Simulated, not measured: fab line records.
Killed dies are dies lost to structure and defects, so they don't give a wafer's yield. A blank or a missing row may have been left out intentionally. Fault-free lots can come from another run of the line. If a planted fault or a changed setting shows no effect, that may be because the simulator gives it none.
Chamber matching -- flow nand-harc -- pecvd-02 running NHARC_P_M0_DEP_32: 3 sister chambers
The step deposits SiCN, target thk 30 nm. 18 wafers are shown with their chamber, then 9 later ones without.

WAFERS, EACH WITH ITS CHAMBER
wafer,chamber,heater-power-w (W)
L075.1,0,499
L075.3,2,440
L075.4,2,460
L074.1,0,540
L074.2,1,552
L074.3,2,518
L077.2,2,508
L077.5,1,584
L077.6,2,500
L082.2,2,506
L082.3,0,514
L082.4,2,534
L092.1,0,457
L092.2,1,656
L092.6,2,477
L093.3,2,590
L093.4,0,475
L093.5,2,597

SIGNATURES (averages over the wafers above)
reading,chamber 0,chamber 1,chamber 2,scatter within a chamber
heater-power-w,497.00,597.33,513.00,46.9
Rule: a wafer's distance from a chamber is the root of the sum, over the readings, of the square of ((its reading less the chamber's mean) divided by the reading's scatter). The wafer belongs to the nearest chamber; if the next one is less than 2 further off, it can't be placed. The scatter is the square root of a quotient: the sum, over the shown wafers, of each reading's squared deviation from its chamber's mean, divided by wafers minus chambers.

WAFERS MISSING THEIR CHAMBER
wafer,heater-power-w (W)
L095.2,557
L095.3,445
L095.5,670
L095.1,659
L095.4,446
L095.6,550
L097.1,569
L097.3,677
L097.4,667

THE CHAMBER EACH PASSED THROUGH
wafer,from the rows above,in truth
L095.2,can't be placed: 1 or 2 or 0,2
L095.3,can't be placed: 0 or 2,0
L095.5,can't be placed: 1 or 2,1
L095.1,can't be placed: 1 or 2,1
L095.4,can't be placed: 0 or 2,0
L095.6,can't be placed: 2 or 1 or 0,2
L097.1,can't be placed: 1 or 2 or 0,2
L097.3,can't be placed: 1 or 2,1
L097.4,can't be placed: 1 or 2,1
Correct placement for 0 of the 9. Not placeable from these rows: 9 (in 9, the candidates include the true chamber). 0 placed wrongly.
